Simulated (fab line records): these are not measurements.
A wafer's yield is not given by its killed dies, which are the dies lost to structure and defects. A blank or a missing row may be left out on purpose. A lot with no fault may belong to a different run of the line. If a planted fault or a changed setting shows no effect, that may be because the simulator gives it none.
Code-filled problem report in 8D (eight disciplines) form ; flow nand_harc ; the parts of the form that need people (team, actions taken, sign-off) are left out

1. WHAT IS WRONG
Wafers without a fault read 29.5 s, standard deviation 2.6; time_to_endpoint_s at NHARC_A_M1_CMP_23 reads a mean of 14.8 s on 2 wafers belonging to 2 lots. That puts it -5.7 standard deviations away from the usual mean.
The step: polishes, t overpolish 20 s, target thk 154.34 nm.
Seen first at day 19 01:27 on cmp-01, wafer L353.1. The record holds 42 wafers of 14 lots with a number at this step. Rule for "out", or "out of limits": more than 4 standard deviations from the usual mean. The other wafers with a number count as sound.

2. WHAT IT IS AND WHAT IT IS NOT
question;is;is not
which readings at this step;time_to_endpoint_s;motor_current_A
which lots;L353, L357;L347, L348, L349, L350, L351, L363, L365, L366, L367, L368, L369, L370
which wafers of those lots;L353.1, L357.1;L353.3, L353.6, L357.2, L357.5
read on which tools;cmp-01, cmp-03;cmp-04
when;from day 19 01:27;"up to then (17 sound wafers); but 23 sound wafers of L357, L363, L365, L366, L367, L368, L369, L370 came after"

3. WHAT RULES OUT EACH SUSPECT
Counting: any tool at a process step up to the reading remains a suspect provided it ran every lot that is out. Sound lots after the first of them don't rule it out here, since some wafers of a struck lot are sound.
- pvd_sputter-01 at NHARC_A_M1_DEGAS_29 (time 60 s): kept. Every lot that is out went through it, the first being L353 (day 19 00:19); the last sound lot it ran before that was L349 (day 18 11:24).
- pvd_sputter-01 at NHARC_A_M1_PRE_CLEAN_30 (time 30 s): kept. Every lot that is out went through it, the first being L353 (day 19 00:44); the last sound lot it ran before that was L349 (day 18 11:50). Because NHARC_A_M1_PRE_CLEAN_30 lacks a start for some lots, the hours and order of its lots are taken from NHARC_A_M1_ECD_22.
- ecd_cu-01 at NHARC_A_M1_ECD_22 (material Cu, target thk 400 nm): kept. Every lot that is out went through it, the first being L353 (day 19 00:44); the last sound lot it ran before that was L351 (day 18 18:44).
The count leaves pvd_sputter-01 at NHARC_A_M1_DEGAS_29, pvd_sputter-01 at NHARC_A_M1_PRE_CLEAN_30, and ecd_cu-01 at NHARC_A_M1_ECD_22.

4. THE CAUSE (what the simulator had put in)
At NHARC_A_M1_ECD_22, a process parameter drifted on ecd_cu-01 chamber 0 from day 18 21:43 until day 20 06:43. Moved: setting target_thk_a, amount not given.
After counting, 3 suspects remain, this tool included.

5. THE EFFECT CHAIN, in route order
Each row: a reading where the mean over the struck wafers with a number is more than 3 standard deviations away from the usual. Readings are gone through only where the record gives a usual standard deviation; hours: the median, over the lots, of the time from a lot's start at the first step in this table giving one to that lot's start at this step; sigmas: the change measured in usual standard deviations.
hours;step;reading;usual;on struck wafers;change;sigmas
0;NHARC_A_M1_CMP_23;time_to_endpoint_s;29.5 s;14.8;-14.8;-5.7
It contains these process steps:
- NHARC_A_M1_CMP_23: polishes, t overpolish 20 s, target thk 154.34 nm.

6. WHAT WOULD HAVE CAUGHT IT SOONER
First out-of-limits reading in this record: day 19 01:27, which is 4 hours after fault onset at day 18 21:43.
Of the lots that are out (2), L357 began NHARC_A_M1_ECD_22 on ecd_cu-01 after day 19 01:27. Putting the tool on hold at that point would have spared it.
